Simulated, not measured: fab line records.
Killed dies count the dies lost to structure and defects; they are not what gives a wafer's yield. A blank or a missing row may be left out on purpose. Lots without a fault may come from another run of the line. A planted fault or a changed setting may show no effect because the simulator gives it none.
Split-lot trial | flow n5Finfet | 21 wafers read across 7 lots, on a route 1938 steps long

== SPLIT DETAILS ==
At N5_BEOL_M0_CUTY_DESCUM_61 (chemistry O2, time 7.9 s), the setting timeS was moved away from the recipe's 7.9 s on 8 of the 21 wafers read, by -20.2% to +21.6%. This setting was run at the recipe's value on the other wafers.

No step appears in the file between the split and the reading.

== THE READING ==
CAR-ArF-block_of_BEOL_M0_CUTY_COAT_51.thkNm (the simulator's own value, which no gauge read), in nm, at N5_BEOL_M0_CUTY_ETCH_62 (etches SiARC in CF4, time 58.5 s). No usual value for it is given in the file. The 13 wafers here that ran the recipe average 118.3 nm, standard deviation 0.29 nm.

wafer  | tool, chamber at the split | timeS as run, s | against the recipe | CAR-ArF-block_of_BEOL_M0_CUTY_COAT_51.thkNm, nm | against lot-mates on the recipe
L077.1 | rieDiel-01, 0,3            | 6.991           | -11.5%             | 118.2                                           | -0.2
L077.3 | rieDiel-01, 0,3            | 6.991           | -11.5%             | 118.6                                           | +0.2
L077.4 | rieDiel-01, 1              | 7.9             | recipe             | 118.4                                           | -
L081.3 | rieDiel-06, 0,1            | 7.9             | recipe             | 118.8                                           | -
L081.5 | rieDiel-06, 0              | 9.377           | +18.7%             | 117.8                                           | -0.8
L081.6 | rieDiel-06, 0,1            | 7.9             | recipe             | 118.4                                           | -
L088.1 | rieDiel-06, 3              | 7.9             | recipe             | 118                                             | -
L088.3 | rieDiel-06, 2              | 6.308           | -20.2%             | 119.2                                           | +1.2
L088.5 | rieDiel-06, 2              | 6.308           | -20.2%             | 119.4                                           | +1.4
L090.1 | rieDiel-05, 3,0,3          | 7.9             | recipe             | 118.2                                           | -
L090.4 | rieDiel-05, 3,0,3          | 7.9             | recipe             | 118.2                                           | -
L090.5 | rieDiel-05, 3,0,3          | 7.9             | recipe             | 118.2                                           | -
L091.3 | rieDiel-05, 3              | 7.9             | recipe             | 118.4                                           | -
L091.4 | rieDiel-05, 2              | 9.605           | +21.6%             | 117.4                                           | -1.2
L091.6 | rieDiel-05, 3              | 7.9             | recipe             | 118.8                                           | -
L095.3 | rieDiel-06, 2,1            | 7.44            | -5.8%              | 119                                             | +0.4
L095.4 | rieDiel-06, 2,1            | 7.44            | -5.8%              | 119.6                                           | +1.0
L095.6 | rieDiel-06, 2              | 7.9             | recipe             | 118.6                                           | -
L096.1 | rieDiel-01, 0,1,3          | 7.9             | recipe             | 118.2                                           | -
L096.4 | rieDiel-01, 0,1,3          | 7.9             | recipe             | 118                                             | -
L096.5 | rieDiel-01, 0,1,3          | 7.9             | recipe             | 117.8                                           | -
The file does not say which wafer passed through which chamber wherever a row lists several chambers: such a row stands for several wafers.

THE FIT
A straight line over all 21 wafers: CAR-ArF-block_of_BEOL_M0_CUTY_COAT_51.thkNm changes by -0.0411 nm for each +1% of timeS; r = -0.73; the points scatter about the line by 0.39 nm.
The same after taking each lot's own level away (the mean of its wafers on the recipe; 21 wafers): -0.0516 nm for each +1%; r = -0.86; scatter 0.3 nm.
On that fit, the largest move of timeS shifts the reading by 1.1 nm.
Across the lots, their own levels run from 118.00 to 118.60 nm, a range of 2.1 times the standard deviation given above.
So the lot-to-lot level blurs the effect unless lot-mates are compared.
Check: -1.05 nm against its lot-mates is what the line predicts for one of the wafers moved furthest among these (+21.6%) when that wafer is left out of the fit. Against them it came out at -1.2 nm.

== OTHER SPLITS ON THESE WAFERS ==
Other splits were also applied to these wafers ahead of the reading. Each is held against what the fit with the lots' levels taken away leaves over:
other split on the same wafers   | wafers away from the commonest value | r with CAR-ArF-block_of_BEOL_M0_CUTY_COAT_51.thkNm (lot level and that fit taken away)
N5_BEOL_M0_CUTY_EXPOSE_54 doseMj | 6                                    | +0.41

== FILE'S OWN FIT ==
CAR-ArF-block_of_BEOL_M0_CUTY_COAT_51.thkNm changes by -0.0513 nm for each +1% of timeS, r = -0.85.
